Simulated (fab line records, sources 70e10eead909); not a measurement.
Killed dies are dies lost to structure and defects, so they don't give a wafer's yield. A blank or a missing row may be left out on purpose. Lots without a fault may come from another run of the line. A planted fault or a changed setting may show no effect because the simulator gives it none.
A struck lot beside a sound one | flow nand_harc | 24 steps out of a route of 1159
Sound: wafers L822.1, L822.4, L822.6. Struck: wafers L832.2, L832.4, L832.5. The cause comes at the end.
At each step with rows: each side's tool, then ch and its chambers, then its first start. Under that, the readings that differ: sound wafers | struck wafers | difference of the means | sigmas: that difference in standard deviations of wafers without a fault.
alike: readings whose means differ by less than 2 such deviations, and words and numbers that are the same on both sides. not compared: withheld readings, readings that some wafer has no value for, bounds like >300 that may hide the same value, and numbers for which the record gives no deviation and whose values overlap.
The two part at a step that has a row with sigmas, a row that says differs or no value, or rows on one side only. Numbers that don't overlap but have no deviation are shown without sigmas and don't part them. A reading that every wafer of one side lacks parts them only if that side has two wafers or more.

NHARC_P_CONTACT_DEP_00: deposits SiO2, target thk 500 nm.
  sound on pecvd-03 ch 0,1; struck on pecvd-04 ch 0,2
  alike: chamber_pressure_Torr, flow_sccm, heater_power_w, susceptor_temp_C, throttle_valve_pct
  not compared: since_wet_clean_h
NHARC_P_CONTACT_CMP_01: polishes SiO2, target thk 200 nm.
  sound on cmp-02 ch 1,2, day 5 19:26; struck on cmp-04 ch 1,2, day 8 18:23
  alike: edge_zone_pressure_frac, motor_current_A
then, 9 steps without rows for these wafers: NHARC_P_CONTACT_SRD_03; NHARC_P_CONTACT_DEHYDRATE_04 (time 120 s); NHARC_P_CONTACT_HMDS_05 (time 30 s); NHARC_P_CONTACT_COAT_33 (time 75 s); NHARC_P_CONTACT_COAT_34 (time 65 s); NHARC_P_CONTACT_COAT_06 (resist thk 90 nm); NHARC_P_CONTACT_SOFTBAKE_07 (time 55 s); NHARC_P_CONTACT_EBR_08; NHARC_P_CONTACT_EXPOSE_09 (exposes mask P CA, target cd 90 nm).
NHARC_P_CONTACT_PEB_10: peb time 65 s.
  sound on litho_track-04 ch 0, day 5 20:11; struck on litho_track-06 ch 0, day 8 19:08
  reading                  | sound                | struck            | difference | sigmas
  heater_power_total_W (W) | 156.8 155.8 155.9    | 152.4 152.2 153.1 | -3.6       | -9
  plate_temp_C (C)         | 100.01 100.00 100.03 | 98.06 97.97 97.90 | -2.04      | -16
then, 1 step without rows for these wafers: NHARC_P_CONTACT_DEVELOP_11 (develop time 35 s).
NHARC_P_CONTACT_CD_MEAS_12: target cd 90 nm.
  sound on cd_sem-02 ch 0, day 5 20:16; struck on cd_sem-02 ch 0, day 8 19:13
  reading    | sound          | struck         | difference | sigmas
  cd_nm (nm) | 88.6 88.8 88.8 | 82.7 83.2 83.2 | -5.7       | -11
NHARC_P_CONTACT_OVL_MEAS_13:
  sound on overlay-02, day 5 20:22; struck on overlay-01, day 8 19:19
  alike: overlay_x_nm, overlay_y_nm
NHARC_P_CONTACT_INSPECT_14:
  sound on defect_inspect-02, day 5 20:24; struck on defect_inspect-01, day 8 19:20
  alike: raw_defect_count
NHARC_P_CONTACT_DESCUM_17: chemistry O2, time 3 s.
  sound on rie_diel-06 ch 0,2, day 5 20:28; struck on rie_diel-09 ch 0,3, day 8 19:25
  reading                    | sound             | struck            | difference | sigmas
  model.P_CONTACT.cd_nm (nm) | 88.86 88.73 88.55 | 83.29 83.15 83.23 | -5.49      |
  alike: drypump_motor_current_A, o2_flow_sccm, oes_product_au, rf_vpp_V, showerhead_plenum_p_Torr, throttle_valve_pct
  not compared: rf_hours_counter_h
NHARC_P_CONTACT_ETCH_35: etches the open film in CF4, target depth 39 nm, time 65 s.
  sound on rie_diel-06 ch 0,1, day 5 20:32; struck on rie_diel-09 ch 0,1,3, day 8 19:31
  alike: drypump_motor_current_A, oes_product_au, rf_vpp_V, showerhead_plenum_p_Torr, throttle_valve_pct
  not compared: rf_hours_counter_h
NHARC_P_CONTACT_ETCH_36: etches the open film in N2/H2, target depth 260 nm, time 406.25 s.
  sound on rie_diel-06 ch 0,1,3; struck on rie_diel-09 ch 0,2,3
  alike: drypump_motor_current_A, oes_product_au, rf_vpp_V, showerhead_plenum_p_Torr, throttle_valve_pct
  not compared: rf_hours_counter_h
NHARC_P_CONTACT_ETCH_18: etches the open film in C4F8/O2/Ar, target depth 481 nm, time 240.5 s.
  sound on rie_diel-06 ch 2,3; struck on rie_diel-09 ch 0,2,3
  alike: oes_product_au, rf_vpp_V
  not compared: rf_hours_counter_h
then, 1 step without rows for these wafers: NHARC_P_CONTACT_STRIP_37 (strips in C4F8/O2/Ar).
NHARC_P_CONTACT_ETCH_31: etches the open film in CH3F/O2, target depth 30 nm, time 85.7 s.
  sound on rie_diel-06 ch 1,3; struck on rie_diel-09 ch 0,1,2
  reading                    | sound             | struck            | difference | sigmas
  model.P_CONTACT.cd_nm (nm) | 87.17 86.75 86.67 | 81.88 83.63 82.83 | -4.08      |
  alike: drypump_motor_current_A, o2_flow_sccm, oes_product_au, rf_vpp_V, showerhead_plenum_p_Torr, throttle_valve_pct
  not compared: rf_hours_counter_h
NHARC_P_CONTACT_CD_MEAS_19:
  sound on cd_sem-02, day 5 21:20; struck on cd_sem-02, day 8 20:21
  reading    | sound          | struck         | difference | sigmas
  cd_nm (nm) | 87.1 87.1 86.6 | 81.9 83.7 83.0 | -4.1       | -3
-- the record jumps here: 14 days lie between the struck wafers' starts before and after (it left off in module P_CONTACT and takes up again in module END, whose first step shown is number 1159 of the route) --
NHARC_END_SORT_01:
  the record has rows for the struck wafers here (prober-01 ch 0, day 22 22:03) and none for the sound ones

WHERE THEY PART
First at NHARC_P_CONTACT_PEB_10; last, within this record, at NHARC_END_SORT_01.

WHY: what the simulator had put in
Process parameter drift: litho_track-06, from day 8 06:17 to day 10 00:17, at NHARC_P_CONTACT_PEB_10. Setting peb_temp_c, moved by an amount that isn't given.
